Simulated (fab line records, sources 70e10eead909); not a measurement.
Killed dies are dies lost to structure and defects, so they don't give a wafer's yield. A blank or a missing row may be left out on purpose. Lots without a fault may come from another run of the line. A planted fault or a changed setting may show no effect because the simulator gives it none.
A struck lot beside a sound one | flow nand_harc | 15 steps out of a route of 1302
Sound: wafers L967.2, L967.4, L967.5. Struck: wafers L981.1, L981.3, L981.4. The cause comes at the end.
At each step with rows: each side's tool, then ch and its chambers, then its first start. Under that, the readings that differ: sound wafers | struck wafers | difference of the means | sigmas: that difference in standard deviations of wafers without a fault.
alike: readings whose means differ by less than 2 such deviations, and words and numbers that are the same on both sides. not compared: withheld readings, readings that some wafer has no value for, bounds like >300 that may hide the same value, and numbers for which the record gives no deviation and whose values overlap.
The two part at a step that has a row with sigmas, a row that says differs or no value, or rows on one side only. Numbers that don't overlap but have no deviation are shown without sigmas and don't part them. A reading that every wafer of one side lacks parts them only if that side has two wafers or more.

NHARC_A_DECK1_JOINT_ETCHBACK_00: etches the open film in HBr, target depth 30 nm, time 17.4 s.
  sound on rie_si-02 ch 0,2, day 13 03:42; struck on rie_si-04 ch 1,2,3, day 19 03:06
  alike: drypump_motor_current_A, oes_product_au, rf_fwd_power_W, throttle_valve_pct
  not compared: rf_hours_counter_h
then, 8 steps without rows for these wafers: NHARC_A_DECK1_JOINT_PRECLEAN_30 (cleans in SC1); NHARC_A_DECK1_JOINT_SRD_31; NHARC_A_DECK1_JOINT_CVD_34 (deposits SiNx, target thk 20 nm); NHARC_A_DECK1_JOINT_DEP_06 (deposits SiOx, target thk 80 nm); NHARC_A_DECK1_JOINT_CURE_26 (time 32 s); NHARC_A_DECK1_JOINT_ANNEAL_27 (time 3600 s); NHARC_A_DECK1_JOINT_ANNEAL_28 (time 1800 s); NHARC_A_DECK1_JOINT_ANNEAL_29 (time 1800 s).
NHARC_A_DECK1_JOINT_CMP_02: polishes SiOx.
  sound on cmp-03 ch 0,3, day 14 03:43; struck on cmp-04 ch 0,1,2, day 20 02:47
  alike: motor_current_A
then, 1 step without rows for these wafers: NHARC_A_DECK1_JOINT_SRD_15.
NHARC_A_DECK1_JOINT_DEP_16: deposits SiO2, target thk 45 nm.
  sound on pecvd-03 ch 1,2, day 14 04:07; struck on pecvd-03 ch 0,1,2, day 20 03:13
  alike: heater_power_w, rf_fwd_power_W, showerhead_vpp_V, throttle_valve_pct
  not compared: since_wet_clean_h
NHARC_A_DECK1_JOINT_THK_MEAS_17: measures by ellipsometry.
  sound on film_metro-01, day 14 04:23; struck on film_metro-02, day 20 03:30
  reading     | sound          | struck         | difference | sigmas
  thk_nm (nm) | 44.8 44.4 45.4 | 51.8 50.3 50.0 | +5.8       | +5
NHARC_A_DECK1_JOINT_INSPECT_05:
  sound on defect_inspect-02, day 14 04:25; struck on defect_inspect-01, day 20 03:32
  alike: raw_defect_count
then, 1 step without rows for these wafers: NHARC_END_SORT_01.

WHERE THEY PART
Only at NHARC_A_DECK1_JOINT_THK_MEAS_17, within this record. Later steps at which nothing parts them and some readings are alike: NHARC_A_DECK1_JOINT_INSPECT_05.

WHY: what the simulator had put in
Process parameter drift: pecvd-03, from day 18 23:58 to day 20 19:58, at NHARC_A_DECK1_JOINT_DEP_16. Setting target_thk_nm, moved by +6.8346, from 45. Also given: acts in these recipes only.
